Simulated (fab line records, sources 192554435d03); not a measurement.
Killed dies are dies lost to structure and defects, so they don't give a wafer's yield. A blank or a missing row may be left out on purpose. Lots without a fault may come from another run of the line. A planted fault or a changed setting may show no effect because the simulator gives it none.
Chamber matching | flow n5_finfet | N5_BEOL_M11_DEP_56 on pecvd-04: 3 sister chambers
The step deposits SiCN from 3MS/NH3, target thk 30 nm, time 10.5 s. 3 wafers are shown with their chamber, then 12 later ones without.

WAFERS WITH THEIR CHAMBER
wafer  | chamber | showerhead_plenum_p_Torr (Torr)
L085.1 | 1       | 4.180
L085.2 | 2       | 4.149
L085.3 | 0       | 4.198

WAFERS WITHOUT THEIR CHAMBER
wafer  | showerhead_plenum_p_Torr (Torr)
L086.4 | 4.155
L086.5 | 4.150
L086.6 | 4.168
L090.2 | 4.179
L090.3 | 4.179
L090.4 | 4.155
L091.1 | 4.144
L091.3 | 4.172
L091.6 | 4.148
L094.1 | 4.173
L094.2 | 4.171
L094.3 | 4.152

WHICH CHAMBER EACH WENT THROUGH
wafer  | from the rows above     | in truth
L086.4 | 2                       | 2
L086.5 | 2                       | 2
L086.6 | can't be placed: 1 or 2 | 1
L090.2 | 1                       | 1
L090.3 | 1                       | 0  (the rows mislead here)
L090.4 | 2                       | 2
L091.1 | 2                       | 2
L091.3 | 1                       | 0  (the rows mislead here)
L091.6 | 2                       | 2
L094.1 | 1                       | 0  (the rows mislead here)
L094.2 | 1                       | 1
L094.3 | 2                       | 2
Placed correctly: 8 of 12. Can't be placed from these rows: 1 (the true chamber is among the candidates in 1). Placed wrongly: 3.
How it was worked out, from the rows above alone: a wafer's distance from a chamber is the root of the sum, over the readings, of the square of ((its reading less the chamber's mean) divided by the reading's scatter). The wafer belongs to the nearest chamber; if the next one is less than 2 further off, it can't be placed. A chamber's mean is the mean of its shown wafers. The scatter: with one shown wafer a chamber, the root of the mean of the squares of how far each hidden wafer lies from its nearest shown one.
